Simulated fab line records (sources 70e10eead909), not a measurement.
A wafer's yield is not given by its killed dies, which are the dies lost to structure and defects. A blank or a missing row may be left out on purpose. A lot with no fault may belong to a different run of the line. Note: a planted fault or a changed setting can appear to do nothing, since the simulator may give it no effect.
A lot that was struck, set against a sound lot | flow nand harc | 15 steps out of a route of 1302
Sound: the wafers L572.1, L572.5, L572.6. Struck: wafers L568.3, L568.6. (L568.4 of the same lot was not struck and is left out.) The cause comes at the end.
For every step that has rows: the tool of each side, followed by ch and its chambers, followed by its first start. Under that, the readings that differ: sound wafers | struck wafers | difference of the means | sigmas: that difference in standard deviations of wafers without a fault.
alike: readings with means less than 2 such deviations apart, plus words and numbers identical on both sides. not compared: withheld readings, readings lacking a value on some wafer, bounds such as >300 that could conceal the same value, and numbers that have no deviation in the record and whose values overlap.
Wherever a step has rows on one side only, a row that says differs or no value, or a row with sigmas, the two part there. Non-overlapping numbers with no deviation appear without sigmas and do not part them. Lack of a reading on every wafer of one side parts them only where that side has two or more wafers.

first, 8 steps without rows for these wafers: NHARC_A_CHANNEL_HOLE_D2_COAT_36 (time 75 s); NHARC_A_CHANNEL_HOLE_D2_COAT_37 (time 65 s); NHARC_A_CHANNEL_HOLE_D2_COAT_04 (resist thk 90 nm); NHARC_A_CHANNEL_HOLE_D2_SOFTBAKE_05 (time 55 s); NHARC_A_CHANNEL_HOLE_D2_EBR_06; NHARC_A_CHANNEL_HOLE_D2_EXPOSE_07 (exposes mask HOLE D2, target cd 100 nm); NHARC_A_CHANNEL_HOLE_D2_PEB_08 (peb time 65 s); NHARC_A_CHANNEL_HOLE_D2_DEVELOP_09 (develop time 35 s).
NHARC_A_CHANNEL_HOLE_D2_CD_MEAS_10: the cd target is 100 nm.
  sound on cd sem-01 ch 0, day 19 21:30; struck on cd sem-01 ch 0, day 18 06:58
  alike: cd nm
NHARC_A_CHANNEL_HOLE_D2_OVL_MEAS_11:
  sound on overlay-01 at day 19 21:35; struck on overlay-02 at day 18 07:03
  alike: overlay x nm, overlay y nm
NHARC_A_CHANNEL_HOLE_D2_INSPECT_12:
  sound on defect inspect-01 at day 19 21:38; struck on defect inspect-01 at day 18 07:05
  alike: raw defect count
NHARC_A_CHANNEL_HOLE_D2_DESCUM_15: chemistry O2, time 3 s.
  sound on rie diel-13 ch 0,3, day 19 21:42; struck on rie diel-01 ch 3, day 18 07:09
  alike: drypump motor current A, oes product au, rf vpp V, showerhead plenum p Torr, throttle valve pct
  not compared: rf hours counter h
NHARC_A_CHANNEL_HOLE_D2_ETCH_38: etches the open film in CF4, target depth 39 nm, time 65 s.
  sound on rie diel-13 ch 0,1, day 19 21:46; struck on rie diel-01 ch 0, day 18 07:14
  reading                         | sound             | struck      | difference | sigmas
  oes product au (a.u.)           | 1.001 1.002 1.003 | 0.783 0.781 | -0.220     | -28
  showerhead plenum p Torr (Torr) | 1.68 1.76 1.68    | 1.89 1.89   | +0.18      | +3
  alike: drypump motor current A, rf vpp V, throttle valve pct
  not compared: rf hours counter h
NHARC_A_CHANNEL_HOLE_D2_ETCH_39: etches the open film in N2/H2, target depth 260 nm, time 325 s.
  sound: rie diel-13 ch 1,2,3; struck: rie diel-01 ch 1
  alike: drypump motor current A, oes product au, rf vpp V, showerhead plenum p Torr, throttle valve pct
  not compared: rf hours counter h
-- break in the record here, with 11 days between the starts of the struck wafers on either side (left off in module A_CHANNEL_HOLE_D2, picked up again in module END, where the first step shown is number 1302 on the route) --
NHARC_END_SORT_01:
  at this point the record logs the struck wafers (prober-02 ch 0, day 29 11:59) and has no rows for the sound ones

== WHERE THEY PART ==
At NHARC_A_CHANNEL_HOLE_D2_ETCH_38 first; at NHARC_END_SORT_01 last (within this record only).

WHY: what the simulator had put in
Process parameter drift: rie diel-01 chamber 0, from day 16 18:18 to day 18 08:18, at NHARC_A_CHANNEL_HOLE_D2_ETCH_38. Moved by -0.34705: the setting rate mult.
